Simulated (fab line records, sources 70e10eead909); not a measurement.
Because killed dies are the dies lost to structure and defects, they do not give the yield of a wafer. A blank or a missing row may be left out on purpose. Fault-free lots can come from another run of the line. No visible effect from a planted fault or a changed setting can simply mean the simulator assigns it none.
Chamber matching ; flow nand-harc ; NHARC_A_CHANNEL_HOLE_D1_ETCH_44 on rie-diel-09 has 4 sister chambers
The step etches the open film in CF4/O2, target depth 140 nm, overetch 14 nm, time 77 s. 8 wafers are shown with their chamber, then 8 later ones without.

## WAFERS WITH THEIR CHAMBER
wafer;chamber;drypump-motor-current-A (A);showerhead-plenum-p-Torr (Torr)
L203.3;2;5.7;1.41
L206.4;3;4.8;1.33
L208.2;1;6.2;1.40
L208.4;2;5.7;1.40
L208.6;3;4.9;1.33
L214.2;1;6.3;1.39
L214.6;0;5.6;1.38
L216.1;0;5.7;1.38

## WAFERS MISSING THEIR CHAMBER
wafer;drypump-motor-current-A (A);showerhead-plenum-p-Torr (Torr)
L216.2;4.8;1.33
L216.4;5.8;1.40
L217.1;5.6;1.38
L217.2;6.3;1.40
L217.6;5.6;1.38
L219.3;5.7;1.40
L219.4;5.6;1.38
L219.5;5.6;1.38

## WHICH CHAMBER EACH WENT THROUGH
wafer;from the rows above;in truth
L216.2;3;3
L216.4;2;2
L217.1;0;0
L217.2;1;1
L217.6;0;0
L219.3;2;2
L219.4;0;0
L219.5;0;0
Placed correctly: 8 of 8. From these rows, 0 cannot be placed. Placed wrongly: 0.
How it was worked out, from the rows above alone: a wafer's distance from a chamber is the root of the sum, over the readings, of the square of ((its reading less the chamber's mean) divided by the reading's scatter). If the next closest chamber is less than 2 further off than the closest, the wafer can't be placed; otherwise it belongs to the closest. For every chamber, the mean is computed from those of its wafers that are shown. How the scatter is found: for the shown wafers, subtract from each reading the mean of its chamber, square and add these, divide the total by (wafers less chambers), then take the root.
